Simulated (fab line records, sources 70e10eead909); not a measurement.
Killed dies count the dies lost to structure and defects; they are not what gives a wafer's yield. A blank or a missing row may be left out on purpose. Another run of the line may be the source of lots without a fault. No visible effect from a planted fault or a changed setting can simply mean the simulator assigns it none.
fab line records	flow nand_harc
[record] lots = 24	wafers = 72	last_day = 34
route steps=1302 shown P_GATE@185 P_M0@279 P_M2@329
lots with no fault: from the same line, run without faults
start_h: hours from the record's opening day to when the first of the lot's shown wafers began	wait_h: hours from the lot's prior step to this one	" the same as in the row above	L1.1+2: one row covering several wafers at once	- either no value or no given start	* or withheld: withheld	< > ~ a bound
route shown NAME@n: a module of which the file shows steps, and the number in the route of the first	usual: mean/standard deviation of fault-free wafers	same: alike in all rows	chamber/n: place in a boat	sites: the reading at each site	_std_site: standard deviation of those values	_edge_site: mean of outer sites minus mean of inner sites	radius_mm: how far each site lies from the wafer's centre	mask NAME#n: copy n	behind: the most recent tool/chamber to have shaped the wafer	hold: cause of the lot's hold/its duration in hours/its outcome	device: which transistor (n, p or np) failed to switch	end of line: the same wafers' tests at the end of the route	step lacking rows: just its recipe	killed: at the first sort, the dies lost to defects and structure; wafer yield is something else	map: per-die view of a wafer (x killed, . not killed, _ where there is no die)
set.NAME: the setting as run; set.NAME@STEP: as run at that earlier step	model.NAME: the simulator's own value behind a step, which no gauge read
a sample of lots followed through the steps of the route, with each step as a table and each wafer as a row
services: from which hour (start_h, from the record's first day; less than 0 if before it) a tool's chamber was out of use, for how many hours, and why
[[steps]]
[step NHARC_P_GATE_CD_MEAS_59]
[recipe] target_cd_nm = 720	landing_energy_ev = 500
[usual] cd_nm = 719.8/2
lot.wafer	tool	chamber	start_h	wait_h	cd_nm
L074.3	cd_sem-01	0	115.63	-	719.9
L074.4	"	0	"	"	716.8
L074.5	"	0	"	"	719.4
L075.1	cd_sem-02	0	118.76	-	719.5
L075.2	"	0	"	"	721.2
L075.6	"	0	"	"	721.2
L076.3	cd_sem-03	0	130.47	-	717.6
L076.4	"	0	"	"	721.1
L076.5	"	0	"	"	718.9
L077.1	cd_sem-02	0	143.82	-	721.3
L077.2	"	0	"	"	720.0
L077.3	"	0	"	"	720.8
L078.1	cd_sem-01	0	146.50	-	717.6
L078.2	"	0	"	"	722.0
L078.6	"	0	"	"	716.9
L079.2	cd_sem-03	0	161.76	-	718.3
L079.3	"	0	"	"	718.1
L079.5	"	0	"	"	715.1
L080.2	cd_sem-01	0	173.16	-	722.6
L080.3	"	0	"	"	722.0
L080.4	"	0	"	"	720.5
L081.1	cd_sem-02	0	175.74	-	720.6
L081.2	"	0	"	"	722.9
L081.4	"	0	"	"	720.1
L082.1	cd_sem-02	0	192.66	-	717.3
L082.3	"	0	"	"	720.6
L082.5	"	0	"	"	720.9
L083.1	cd_sem-01	0	197.05	-	720.9
L083.3	"	0	"	"	720.2
L083.6	"	0	"	"	719.7
L084.1	cd_sem-03	0	217.23	-	717.4
L084.2	"	0	"	"	719.3
L084.3	"	0	"	"	719.4
L085.1	cd_sem-03	0	221.83	-	717.4
L085.2	"	0	"	"	716.9
L085.5	"	0	"	"	721.6
L086.2	cd_sem-02	0	227.88	-	722.8
L086.3	"	0	"	"	722.9
L086.5	"	0	"	"	721.8
L087.2	cd_sem-02	0	257.53	-	717.7
L087.5	"	0	"	"	717.2
L087.6	"	0	"	"	722.3
L089.1	cd_sem-03	0	258.06	-	718.1
L089.2	"	0	"	"	719.7
L089.3	"	0	"	"	718.5
L088.2	cd_sem-03	0	259.23	-	718.8
L088.3	"	0	"	"	724.0
L088.5	"	0	"	"	722.3
L090.3	cd_sem-01	0	275.90	-	719.1
L090.5	"	0	"	"	717.1
L090.6	"	0	"	"	723.1
L091.1	cd_sem-03	0	281.32	-	721.6
L091.3	"	0	"	"	720.2
L091.4	"	0	"	"	717.4
L092.1	cd_sem-03	0	298.47	-	717.5
L092.3	"	0	"	"	720.2
L092.4	"	0	"	"	721.1
L093.2	cd_sem-03	0	309.71	-	720.9
L093.4	"	0	"	"	719.5
L093.5	"	0	"	"	721.9
L094.1	cd_sem-01	0	316.33	-	719.2
L094.3	"	0	"	"	721.0
L094.4	"	0	"	"	721.3
L095.1	cd_sem-01	0	325.76	-	720.3
L095.3	"	0	"	"	715.5
L095.5	"	0	"	"	720.8
L096.1	cd_sem-01	0	332.05	-	719.4
L096.3	"	0	"	"	715.2
L096.4	"	0	"	"	719.8
L097.3	cd_sem-03	0	343.42	-	724.0
L097.4	"	0	"	"	723.7
L097.6	"	0	"	"	720.3
[step NHARC_P_GATE_STRIP_76]
[recipe] power_w = 1500	temp_c = 250	chemistry = O2
[usual] drypump_motor_current_A = 6.0/0.36	heater_power_w = 322/27	rf_refl_power_W = 23/9.4
lot.wafer	tool	chamber	start_h	wait_h	drypump_motor_current_A	heater_power_w	rf_hours_counter_h	rf_refl_power_W
L074.3	plasma_asher-02	1	116.43	0.2	6.1	303	-	19
L074.4	"	0	"	"	5.7	354	-	36
L074.5	"	0	"	"	5.7	353	-	36
L075.1	plasma_asher-01	0	119.56	0.2	6.5	285	29	21
L075.2	"	1	"	"	5.5	335	29	11
L075.6	"	1	"	"	5.5	339	-	11
L076.4	plasma_asher-01	1	131.27	0.2	5.5	343	-	11
L076.3	"	0	"	"	6.6	280	-	21
L076.5	"	1	"	"	5.5	339	-	11
L077.1	plasma_asher-02	1	144.61	0.2	6.1	304	11	19
L077.2	"	0	"	"	5.7	357	11	36
L077.3	"	1	"	"	6.1	306	-	19
L078.1	plasma_asher-01	1	147.29	0.2	5.6	340	34	10
L078.2	"	0	"	"	6.6	283	34	22
L078.6	"	0	"	"	6.6	278	-	22
L079.2	plasma_asher-02	1	162.57	0.2	6.1	302	15	19
L079.3	"	0	"	"	5.7	369	-	36
L079.5	"	1	"	"	6.1	308	-	19
L080.2	plasma_asher-02	0	174.16	0.2	5.7	367	19	36
L080.4	"	0	"	"	5.7	375	-	36
L080.3	"	1	"	"	6.1	310	-	17
L081.1	plasma_asher-01	1	176.56	0.2	5.5	334	1	11
L081.2	"	0	"	"	6.5	290	1	22
L081.4	"	0	"	"	6.6	282	-	20
L082.1	plasma_asher-02	0	193.47	0.2	5.7	364	23	38
L082.3	"	1	"	"	6.1	300	-	18
L082.5	"	1	"	"	6.1	311	-	18
L083.1	plasma_asher-02	1	197.83	0.2	6.1	304	24	19
L083.3	"	0	"	"	5.7	355	-	36
L083.6	"	1	"	"	6.1	307	-	18
L084.2	plasma_asher-01	1	218.02	0.2	5.5	325	8	9
L084.1	"	0	"	"	6.6	286	8	21
L084.3	"	1	"	"	5.5	328	-	11
L085.2	plasma_asher-02	0	222.65	0.2	5.7	369	28	37
L085.1	"	1	"	"	6.1	307	28	19
L085.5	"	1	"	"	6.1	298	-	19
L086.2	plasma_asher-02	0	228.68	0.2	5.7	367	29	36
L086.3	"	0	"	"	5.7	356	-	35
L086.5	"	0	"	"	5.7	359	-	36
L087.2	plasma_asher-02	0	258.63	0.2	5.7	347	1	36
L087.5	"	0	"	"	5.7	342	-	36
L087.6	"	1	"	"	6.1	303	-	18
L089.2	plasma_asher-01	1	259.15	0.2	5.5	330	17	11
L089.1	"	0	"	"	6.5	284	17	22
L089.3	"	0	"	"	6.6	289	-	21
L088.2	plasma_asher-02	0	260.03	0.2	5.7	347	1	36
L088.3	"	1	"	"	6.1	310	-	18
L088.5	"	0	"	"	5.7	343	-	36
L090.3	plasma_asher-02	1	276.72	0.1	6.1	304	-	18
L090.6	"	0	"	"	5.7	341	-	36
L090.5	"	1	"	"	6.1	308	-	19
L091.1	plasma_asher-01	1	282.10	0.2	5.6	323	23	12
L091.3	"	1	"	"	5.5	331	-	11
L091.4	"	0	"	"	6.5	283	-	22
L092.1	plasma_asher-02	0	299.28	0.2	5.7	348	9	35
L092.3	"	1	"	"	6.1	312	-	18
L092.4	"	0	"	"	5.7	338	-	36
L093.2	plasma_asher-01	1	310.50	0.2	5.6	328	28	11
L093.4	"	1	"	"	5.6	330	-	11
L093.5	"	0	"	"	6.6	277	-	22
L094.1	plasma_asher-01	0	317.11	0.2	6.6	283	29	20
L094.4	"	0	"	"	6.6	285	-	20
L094.3	"	1	"	"	5.5	326	-	12
L095.1	plasma_asher-02	1	326.77	0.2	6.1	307	15	18
L095.3	"	1	"	"	6.1	307	-	18
L095.5	"	1	"	"	6.1	311	-	18
L096.1	plasma_asher-02	0	332.87	0.2	5.7	346	16	37
L096.4	"	0	"	"	5.7	337	-	36
L096.3	"	1	"	"	6.1	308	-	18
L097.3	plasma_asher-02	1	344.23	0.2	6.1	310	-	19
L097.4	"	0	"	"	5.7	341	-	35
L097.6	"	1	"	"	6.1	304	-	19
[step NHARC_P_M0_THK_MEAS_24]
[recipe] thk_meas_gauge = xrf
[usual] thk_nm = 117.2/1.3
lot.wafer	tool	chamber	start_h	wait_h	thk_nm
L074.3	film_metro-01	-	128.73	-	117.1
L074.4	"	-	"	"	116.0
L074.5	"	-	"	"	116.1
L075.1	film_metro-02	-	131.92	-	116.1
L075.2	"	-	"	"	119.0
L075.6	"	-	"	"	116.9
L076.3	film_metro-01	-	143.43	-	117.3
L076.4	"	-	"	"	115.9
L076.5	"	-	"	"	116.6
L077.1	film_metro-01	-	157.09	-	116.0
L077.2	"	-	"	"	115.2
L077.3	"	-	"	"	116.4
L078.1	film_metro-01	-	159.55	-	117.4
L078.2	"	-	"	"	116.1
L078.6	"	-	"	"	115.7
L079.2	film_metro-01	-	174.89	-	118.6
L079.3	"	-	"	"	118.4
L079.5	"	-	"	"	116.3
L080.2	film_metro-02	-	186.80	-	115.3
L080.3	"	-	"	"	114.6
L080.4	"	-	"	"	118.1
L081.1	film_metro-02	-	189.12	-	118.2
L081.2	"	-	"	"	118.4
L081.4	"	-	"	"	115.0
L082.1	film_metro-02	-	206.88	-	117.3
L082.3	"	-	"	"	116.5
L082.5	"	-	"	"	115.9
L083.1	film_metro-01	-	210.11	-	114.4
L083.3	"	-	"	"	117.9
L083.6	"	-	"	"	116.1
L084.1	film_metro-02	-	230.16	-	118.1
L084.2	"	-	"	"	117.9
L084.3	"	-	"	"	118.7
L085.1	film_metro-01	-	234.97	-	116.8
L085.2	"	-	"	"	116.6
L085.5	"	-	"	"	117.3
L086.2	film_metro-01	-	240.84	-	117.8
L086.3	"	-	"	"	112.4
L086.5	"	-	"	"	118.4
L087.2	film_metro-02	-	271.39	-	116.3
L087.5	"	-	"	"	116.4
L087.6	"	-	"	"	117.9
L089.1	film_metro-02	-	271.62	-	115.2
L089.2	"	-	"	"	115.8
L089.3	"	-	"	"	117.9
L088.2	film_metro-02	-	272.78	-	118.2
L088.3	"	-	"	"	117.3
L088.5	"	-	"	"	116.5
L090.3	film_metro-02	-	289.21	-	118.4
L090.5	"	-	"	"	115.3
L090.6	"	-	"	"	119.5
L091.1	film_metro-02	-	294.11	-	117.1
L091.3	"	-	"	"	118.1
L091.4	"	-	"	"	116.9
L092.1	film_metro-02	-	312.04	-	118.1
L092.3	"	-	"	"	119.0
L092.4	"	-	"	"	118.8
L093.2	film_metro-02	-	322.49	-	117.0
L093.4	"	-	"	"	117.4
L093.5	"	-	"	"	117.8
L094.1	film_metro-02	-	329.88	-	118.1
L094.3	"	-	"	"	119.6
L094.4	"	-	"	"	116.2
L095.1	film_metro-01	-	341.83	-	118.8
L095.3	"	-	"	"	118.2
L095.5	"	-	"	"	119.1
L096.1	film_metro-02	-	345.01	-	117.4
L096.3	"	-	"	"	118.2
L096.4	"	-	"	"	118.1
L097.3	film_metro-01	-	357.21	-	118.7
L097.4	"	-	"	"	118.4
L097.6	"	-	"	"	116.3
[step NHARC_P_M2_OVL_MEAS_10]
[recipe] pitch_nm = 340
[usual] overlay_x_nm = 0.2/0.71	overlay_y_nm = 0.0/0.83
lot.wafer	tool	chamber	start_h	wait_h	overlay_x_nm	overlay_y_nm
L074.3	overlay-01	-	134.78	-	0.5	-0.6
L074.4	"	-	"	"	0.0	-0.3
L074.5	"	-	"	"	0.0	-0.7
L075.1	overlay-01	-	137.46	-	1.5	-1.4
L075.2	"	-	"	"	0.0	-1.1
L075.6	"	-	"	"	0.4	-1.0
L076.3	overlay-01	-	149.14	-	0.2	0.5
L076.4	"	-	"	"	0.6	0.6
L076.5	"	-	"	"	1.1	0.7
L077.1	overlay-01	-	162.83	-	1.1	0.3
L077.2	"	-	"	"	0.8	-0.6
L077.3	"	-	"	"	1.5	-0.4
L078.1	overlay-02	-	165.33	-	-0.3	-0.5
L078.2	"	-	"	"	-0.2	-0.4
L078.6	"	-	"	"	-0.3	-0.4
L079.2	overlay-02	-	180.70	-	0.1	1.6
L079.3	"	-	"	"	0.3	1.8
L079.5	"	-	"	"	0.7	1.4
L080.2	overlay-01	-	192.43	-	1.9	0.2
L080.3	"	-	"	"	1.2	-0.2
L080.4	"	-	"	"	2.0	0.2
L081.1	overlay-02	-	195.00	-	-0.3	0.2
L081.2	"	-	"	"	-0.9	-0.4
L081.4	"	-	"	"	-0.8	-0.1
L082.1	overlay-02	-	212.67	-	0.9	0.3
L082.3	"	-	"	"	0.5	-0.5
L082.5	"	-	"	"	0.3	-0.3
L083.1	overlay-01	-	216.07	-	-0.4	0.8
L083.3	"	-	"	"	0.0	1.1
L083.6	"	-	"	"	-0.3	1.1
L084.1	overlay-01	-	235.81	-	0.6	-0.7
L084.2	"	-	"	"	0.5	-0.8
L084.3	"	-	"	"	0.5	-0.6
L085.1	overlay-01	-	241.27	-	0.6	0.0
L085.2	"	-	"	"	0.6	-0.2
L085.5	"	-	"	"	1.0	0.4
L086.2	overlay-02	-	246.67	-	-0.5	1.8
L086.3	"	-	"	"	-0.5	1.3
L086.5	"	-	"	"	-0.5	1.6
L087.2	overlay-01	-	277.24	-	0.3	0.9
L087.5	"	-	"	"	0.1	1.0
L087.6	"	-	"	"	0.3	0.9
L089.1	overlay-02	-	277.28	-	-0.4	0.4
L089.2	"	-	"	"	-1.1	0.7
L089.3	"	-	"	"	-0.6	0.8
L088.2	overlay-02	-	278.66	-	0.3	-0.4
L088.3	"	-	"	"	0.5	-1.1
L088.5	"	-	"	"	0.6	-0.5
L090.3	overlay-02	-	294.99	-	0.9	1.4
L090.5	"	-	"	"	0.4	1.2
L090.6	"	-	"	"	0.0	1.7
L091.1	overlay-02	-	299.89	-	0.1	0.0
L091.3	"	-	"	"	-0.1	-0.6
L091.4	"	-	"	"	-0.4	-0.1
L092.1	overlay-01	-	317.84	-	-0.8	0.5
L092.3	"	-	"	"	-0.7	0.5
L092.4	"	-	"	"	-0.5	-0.3
L093.2	overlay-02	-	328.25	-	-1.0	-1.5
L093.4	"	-	"	"	-0.9	-0.8
L093.5	"	-	"	"	-0.6	-1.0
L094.1	overlay-01	-	335.74	-	1.3	-1.1
L094.3	"	-	"	"	1.3	-0.7
L094.4	"	-	"	"	0.2	-0.9
L095.1	overlay-02	-	347.70	-	-1.2	-0.4
L095.3	"	-	"	"	-0.2	-0.6
L095.5	"	-	"	"	-0.3	0.1
L096.1	overlay-02	-	350.91	-	0.1	-0.3
L096.3	"	-	"	"	0.5	-0.5
L096.4	"	-	"	"	0.1	0.4
L097.3	overlay-02	-	362.98	-	0.8	-0.1
L097.4	"	-	"	"	0.5	0.2
L097.6	"	-	"	"	0.8	-0.5
[step NHARC_P_M2_CD_MEAS_16]
[usual] cd_nm = 170.0/0.79
lot.wafer	tool	chamber	start_h	wait_h	cd_nm
L074.3	cd_sem-01	-	135.23	-	169.1
L074.4	"	-	"	"	169.9
L074.5	"	-	"	"	168.7
L075.1	cd_sem-01	-	137.87	-	170.4
L075.2	"	-	"	"	170.2
L075.6	"	-	"	"	170.7
L076.3	cd_sem-03	-	149.59	-	170.1
L076.4	"	-	"	"	169.6
L076.5	"	-	"	"	169.6
L077.1	cd_sem-01	-	163.27	-	169.1
L077.2	"	-	"	"	169.8
L077.3	"	-	"	"	170.8
L078.1	cd_sem-03	-	165.77	-	169.8
L078.2	"	-	"	"	169.1
L078.6	"	-	"	"	170.7
L079.2	cd_sem-02	-	181.12	-	170.4
L079.3	"	-	"	"	169.1
L079.5	"	-	"	"	170.7
L080.2	cd_sem-01	-	192.85	-	172.3
L080.3	"	-	"	"	170.4
L080.4	"	-	"	"	170.5
L081.1	cd_sem-02	-	195.40	-	169.2
L081.2	"	-	"	"	169.8
L081.4	"	-	"	"	169.1
L082.1	cd_sem-03	-	213.07	-	169.2
L082.3	"	-	"	"	170.1
L082.5	"	-	"	"	170.5
L083.1	cd_sem-01	-	216.47	-	170.0
L083.3	"	-	"	"	168.8
L083.6	"	-	"	"	168.8
L084.1	cd_sem-01	-	236.21	-	171.2
L084.2	"	-	"	"	170.6
L084.3	"	-	"	"	169.4
L085.1	cd_sem-03	-	241.69	-	169.3
L085.2	"	-	"	"	169.7
L085.5	"	-	"	"	169.6
L086.2	cd_sem-01	-	247.07	-	170.7
L086.3	"	-	"	"	170.1
L086.5	"	-	"	"	170.8
L089.1	cd_sem-01	-	277.69	-	170.3
L089.2	"	-	"	"	170.0
L089.3	"	-	"	"	169.7
L087.2	cd_sem-02	-	277.71	-	170.5
L087.5	"	-	"	"	169.4
L087.6	"	-	"	"	169.2
L088.2	cd_sem-02	-	279.11	-	170.3
L088.3	"	-	"	"	170.3
L088.5	"	-	"	"	170.7
L090.3	cd_sem-02	-	295.39	-	170.3
L090.5	"	-	"	"	169.7
L090.6	"	-	"	"	170.6
L091.1	cd_sem-03	-	300.29	-	170.1
L091.3	"	-	"	"	169.7
L091.4	"	-	"	"	170.0
L092.1	cd_sem-03	-	318.24	-	170.2
L092.3	"	-	"	"	170.3
L092.4	"	-	"	"	170.2
L093.2	cd_sem-03	-	328.69	-	170.9
L093.4	"	-	"	"	169.1
L093.5	"	-	"	"	167.9
L094.1	cd_sem-02	-	336.15	-	169.1
L094.3	"	-	"	"	169.9
L094.4	"	-	"	"	170.4
L095.1	cd_sem-03	-	348.10	-	170.4
L095.3	"	-	"	"	170.6
L095.5	"	-	"	"	171.2
L096.1	cd_sem-02	-	351.31	-	168.9
L096.3	"	-	"	"	169.5
L096.4	"	-	"	"	170.0
L097.3	cd_sem-03	-	363.39	-	169.4
L097.4	"	-	"	"	169.4
L097.6	"	-	"	"	169.7
[step NHARC_P_M2_STRIP_18]
[recipe] power_w = 1000	n2_flow_sccm = 150	h2_flow_sccm = 150	ar_flow_sccm = 0	bias_w = 0	chemistry = N2/H2
[usual] drypump_motor_current_A = 5.8/0.49	oes_product_au = 1.002/0.0085	rf_vpp_V = 90.9/0.99	showerhead_plenum_p_Torr = 2.08/0.098	throttle_valve_pct = 14.171/0.0091
lot.wafer	tool	chamber	start_h	wait_h	drypump_motor_current_A	oes_product_au	rf_hours_counter_h	rf_vpp_V	showerhead_plenum_p_Torr	throttle_valve_pct
L074.3	rie_diel-09	2	135.32	0.1	5.3	1.015	9.7	90.8	1.93	14.181
L074.5	"	2	"	"	5.3	1.001	-	91.3	1.93	14.164
L074.4	"	3	"	"	6.4	0.995	-	90.2	2.01	14.164
L075.2	rie_diel-11	3	137.94	0.1	5.5	1.016	4.1	91.2	1.98	14.182
L075.1	"	0	"	"	5.8	1.021	4.4	89.8	1.98	14.169
L075.6	"	0	"	"	5.8	1.014	-	89.2	1.98	14.167
L076.3	rie_diel-11	1	149.65	0.1	5.9	1.008	5.5	90.2	2.16	14.171
L076.5	"	3	"	"	5.5	1.006	-	89.5	1.98	14.165
L076.4	"	0	"	"	5.8	0.996	-	90.2	1.98	14.163
L077.2	rie_diel-09	3	163.37	0.1	6.3	1.002	0.9	90.2	2.01	14.174
L077.3	"	0	"	"	6.5	1.003	0.7	92.0	2.18	14.169
L077.1	"	1	"	"	6.3	0.989	0.6	90.2	2.04	14.164
L078.2	rie_diel-09	3	165.85	0.1	6.3	1.000	1.0	90.3	2.01	14.176
L078.1	"	2	"	"	5.3	1.014	0.9	89.6	1.93	14.182
L078.6	"	3	"	"	6.4	1.009	-	90.3	2.01	14.182
L079.3	rie_diel-06	3	181.20	0.1	5.6	1.003	3.0	90.1	2.18	14.178
L079.2	"	2	"	"	5.5	1.004	2.5	92.2	2.15	14.162
L079.5	"	3	"	"	5.6	1.013	-	92.2	2.18	14.161
L080.4	rie_diel-09	3	192.92	0.1	6.4	0.987	1.5	90.6	2.01	14.174
L080.3	"	0	"	"	6.5	1.009	1.8	91.5	2.18	14.190
L080.2	"	1	"	"	6.2	1.003	1.6	90.6	2.04	14.180
L081.1	rie_diel-09	3	195.47	0.1	6.4	1.004	1.8	89.8	2.01	14.166
L081.2	"	0	"	"	6.5	1.002	2.1	90.7	2.18	14.179
L081.4	"	0	"	"	6.5	1.006	-	91.2	2.18	14.176
L082.1	rie_diel-06	0	213.20	0.1	5.1	1.002	4.5	91.3	2.11	14.189
L082.3	"	1	"	"	6.0	1.001	4.8	91.3	2.18	14.174
L082.5	"	3	"	"	5.6	0.994	-	91.7	2.18	14.173
L083.1	rie_diel-06	3	216.54	0.1	5.6	1.004	4.6	91.1	2.19	14.181
L083.3	"	2	"	"	5.4	1.014	4.5	91.5	2.15	14.161
L083.6	"	3	"	"	5.6	1.009	-	90.9	2.18	14.171
L084.2	rie_diel-11	3	236.29	0.1	5.5	1.002	12.4	89.8	1.97	14.164
L084.3	"	1	"	"	5.9	1.001	12.3	91.1	2.16	14.172
L084.1	"	2	"	"	5.1	0.995	9.0	91.7	2.20	14.189
L085.1	rie_diel-06	1	241.79	0.1	6.1	1.003	5.7	92.3	2.18	14.175
L085.2	"	2	"	"	5.5	0.996	5.8	90.7	2.15	14.171
L085.5	"	1	"	"	6.1	1.003	-	90.8	2.18	14.193
L086.3	rie_diel-09	2	247.15	0.1	5.3	1.002	5.1	88.8	1.93	14.173
L086.2	"	1	"	"	6.2	1.000	3.7	92.4	2.04	14.183
L086.5	"	2	"	"	5.3	1.001	-	89.9	1.93	14.176
L089.3	rie_diel-06	0	277.76	0.1	5.0	1.014	7.5	91.3	2.11	14.150
L089.2	"	2	"	"	5.5	1.006	8.2	90.3	2.15	14.154
L089.1	"	3	"	"	5.6	1.004	8.3	91.5	2.18	14.178
L087.2	rie_diel-09	2	277.82	0.1	5.3	1.009	6.8	91.5	1.93	14.173
L087.6	"	2	"	"	5.3	1.013	-	89.4	1.93	14.149
L087.5	"	0	"	"	6.5	1.008	-	91.3	2.18	14.156
L088.2	rie_diel-11	1	279.18	0.1	5.9	0.990	0.8	92.8	2.16	14.180
L088.3	"	0	"	"	5.8	1.001	0.8	90.9	1.97	14.164
L088.5	"	2	"	"	5.1	0.987	-	91.3	2.20	14.170
L090.3	rie_diel-09	1	295.46	0.1	6.3	0.997	6.2	92.0	2.04	14.169
L090.6	"	1	"	"	6.3	0.986	-	91.8	2.04	14.169
L090.5	"	2	"	"	5.3	1.004	-	89.9	1.93	14.161
L091.1	rie_diel-09	3	300.37	0.1	6.3	0.987	7.1	90.3	2.01	14.162
L091.4	"	0	"	"	6.5	1.002	7.9	93.6	2.18	14.171
L091.3	"	2	"	"	5.2	0.998	7.8	89.1	1.93	14.180
L092.3	rie_diel-06	1	318.34	0.1	6.0	1.000	0.1	90.9	2.17	14.174
L092.1	"	2	"	"	5.4	1.005	0.0	91.7	2.15	14.184
L092.4	"	3	"	"	5.6	1.000	0.1	91.0	2.18	14.172
L093.4	rie_diel-11	2	328.81	0.1	5.1	1.001	5.0	89.6	2.19	14.163
L093.2	"	3	"	"	5.5	0.997	4.8	90.7	1.97	14.173
L093.5	"	0	"	"	5.8	1.002	-	89.2	1.97	14.174
L094.4	rie_diel-11	1	336.22	0.1	5.9	0.990	4.3	92.0	2.16	14.179
L094.3	"	2	"	"	5.1	0.978	5.0	92.4	2.19	14.170
L094.1	"	3	"	"	5.5	1.002	4.8	90.2	1.97	14.194
L095.1	rie_diel-09	3	348.20	0.1	6.4	1.010	0.9	90.6	2.01	14.184
L095.3	"	1	"	"	6.3	1.013	0.6	90.9	2.04	14.162
L095.5	"	3	"	"	6.3	1.005	-	89.4	2.01	14.166
L096.4	rie_diel-06	0	351.39	0.1	5.1	1.000	2.8	91.5	2.11	14.190
L096.3	"	1	"	"	6.0	1.010	2.0	90.7	2.17	14.176
L096.1	"	3	"	"	5.6	1.007	3.1	91.4	2.18	14.173
L097.3	rie_diel-09	3	363.48	0.1	6.4	0.999	1.9	90.1	2.00	14.167
L097.4	"	1	"	"	6.3	1.005	1.3	90.8	2.04	14.175
L097.6	"	2	"	"	5.2	0.994	-	91.0	1.93	14.168
[[services]]
tool	chamber	start_h	hours	kind
rie_diel-06	-	130.20	9.0	pm
rie_diel-09	1	131.01	5.3	repair
rie_diel-09	-	143.10	9.0	pm
rie_diel-11	2	147.25	22.2	repair
rie_diel-09	1	163.64	11.2	repair
plasma_asher-01	-	165.21	9.0	pm
rie_diel-06	0	172.58	21.5	repair
rie_diel-09	3	180.94	5.6	repair
rie_diel-09	1	194.87	19.0	repair
rie_diel-06	-	207.70	0.2	repair
rie_diel-09	0	208.86	3.3	repair
rie_diel-11	-	212.22	1.4	repair
rie_diel-09	3	214.46	12.9	repair
rie_diel-11	0	242.51	3.7	repair
plasma_asher-02	-	249.00	9.0	pm
plasma_asher-02	0	249.00	9.0	vent_cycle
plasma_asher-02	1	249.00	9.0	vent_cycle
rie_diel-11	-	255.50	9.0	pm
plasma_asher-02	0	258.00	-	clean
rie_diel-06	0	268.43	4.0	repair
rie_diel-09	3	273.10	7.5	repair
rie_diel-06	-	307.20	9.0	pm
rie_diel-09	-	320.10	9.0	pm
rie_diel-11	2	362.29	1.3	repair
[[key]]
fault none
